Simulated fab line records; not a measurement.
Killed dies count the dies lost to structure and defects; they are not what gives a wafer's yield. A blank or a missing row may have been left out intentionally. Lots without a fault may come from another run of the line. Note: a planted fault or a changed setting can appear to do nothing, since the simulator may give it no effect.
Struck lot and sound lot, side by side | flow n5_finfet | 17 steps out of a route of 1938
Sound: wafers L562.1, L562.5, L562.6. Struck: wafer L580.1; the same lot's L580.4 was not struck, so it is left out; see the end for the cause.
For every step that has rows: the tool of each side, followed by ch and its chambers, followed by its first start. Under that, the readings that differ: sound wafers | struck wafers | difference of the means | sigmas: that difference in standard deviations of wafers without a fault.
alike: a reading whose means differ by less than 2 such deviations, as well as words and numbers matching on both sides. not compared: withheld readings; readings where some wafer has no value; bounds like >300 that might hide an equal value; numbers whose values overlap and for which the record gives no deviation.
A row with sigmas, a row that says differs or no value, or rows on one side alone: a step with any of these is where the two part. Numbers that have no deviation but don't overlap get no sigmas and don't part them. A reading missing from all wafers of one side parts the sides only when that side holds two or more wafers.

first, 7 steps without rows for these wafers: N5_BEOL_M7_COAT_60 (time 60 s, resist thk 35 nm); N5_BEOL_M7_COAT_05 (resist thk 90 nm); N5_BEOL_M7_EBR_07; N5_BEOL_M7_SOFTBAKE_06 (time 60 s); N5_BEOL_M7_EXPOSE_08 (exposes mask M7); N5_BEOL_M7_PEB_09 (peb time 60 s); N5_BEOL_M7_DEVELOP_10 (develop time 30 s).
N5_BEOL_M7_CD_MEAS_11 targets a cd of 38.5 nm.
  sound on cd_sem-03 ch 0, day 8 21:05; struck on cd_sem-03 ch 0, day 13 19:18
  alike: cd_nm
N5_BEOL_M7_OVL_MEAS_12:
  sound on overlay-02 ch 0, day 8 21:07; struck on overlay-01 ch 0, day 13 19:20
  alike: M7_OVL
N5_BEOL_M7_INSPECT_13: inspects for defects (brightfield).
  sound on defect_inspect-02 at day 8 21:08; struck on defect_inspect-01 at day 13 19:21
  alike: raw_defect_count
N5_BEOL_M7_DESCUM_16: chemistry O2, time 7.9 s.
  sound on rie_diel-01 ch 0,1,2, day 8 21:25; struck on rie_diel-03 ch 3, day 13 19:36
  alike: drypump_motor_current_A, oes_product_au, rf_vpp_V, showerhead_plenum_p_Torr, throttle_valve_pct
  not compared: rf_hours_counter_h
N5_BEOL_M7_ETCH_61: etches SiARC in CF4, target depth 45.5 nm, time 75.8 s.
  sound on rie_diel-01 ch 0,1,2, day 8 21:27; struck on rie_diel-03 ch 3, day 13 19:38
  alike: drypump_motor_current_A, etch_rf_on_time_s, oes_product_au, rf_vpp_V, showerhead_plenum_p_Torr, throttle_valve_pct
  not compared: rf_hours_counter_h
N5_BEOL_M7_ETCH_62: etches SOC in N2/H2, target depth 110 nm, overetch 22 nm, time 165 s.
  sound on rie_diel-01 ch 0,1,2, day 8 21:30; struck on rie_diel-03 ch 3, day 13 19:41
  reading                                    | sound        | struck | difference | sigmas
  model.SiARC_of_BEOL_M7_COAT_60.thk_nm (nm) | 28 28.2 28.2 | 25.8   | -2.3       |
  model.BEOL_M7.cd_offset_nm (nm)            | 0 -0.4 0.4   | 0.8    | +0.8       |
  alike: drypump_motor_current_A, h2_flow_sccm, oes_product_au, rf_vpp_V, showerhead_plenum_p_Torr, throttle_valve_pct
  not compared: rf_hours_counter_h
then, 1 step without rows for these wafers: N5_BEOL_M7_STRIP_68 (strips in N2/H2).
N5_BEOL_M7_STRIP_67: strips in CF4.
  sound on rie_diel-01 ch 0,1,2, day 8 21:39; struck on rie_diel-03 ch 3, day 13 19:50
  alike: drypump_motor_current_A, oes_product_au, rf_vpp_V, showerhead_plenum_p_Torr, throttle_valve_pct
  not compared: rf_hours_counter_h
N5_BEOL_M7_HM_OPEN_17: chemistry Cl2/BCl3, target TiN, target depth 20 nm, overetch 6 nm.
  sound on rie_metal-02 ch 0,1, day 8 21:41; struck on rie_metal-01 ch 1, day 13 19:53
  reading                         | sound      | struck | difference | sigmas
  model.BEOL_M7.cd_offset_nm (nm) | 0 -0.4 0.4 | 0.8    | +0.8       |
  alike: drypump_motor_current_A, he_backside_leak_sccm, mfc_cl2_sccm, oes_product_au, throttle_valve_pct
  not compared: rf_hours_counter_h
N5_BEOL_M7_STRIP_19: strips in O2.
  sound on rie_diel-01 ch 0,3, day 8 21:48; struck on rie_diel-01 ch 1, day 13 20:01
  alike: drypump_motor_current_A, oes_product_au, rf_vpp_V, showerhead_plenum_p_Torr, throttle_valve_pct
  not compared: rf_hours_counter_h

WHERE THEY PART
Nowhere in this record.

WHY: what had been put in by the simulator
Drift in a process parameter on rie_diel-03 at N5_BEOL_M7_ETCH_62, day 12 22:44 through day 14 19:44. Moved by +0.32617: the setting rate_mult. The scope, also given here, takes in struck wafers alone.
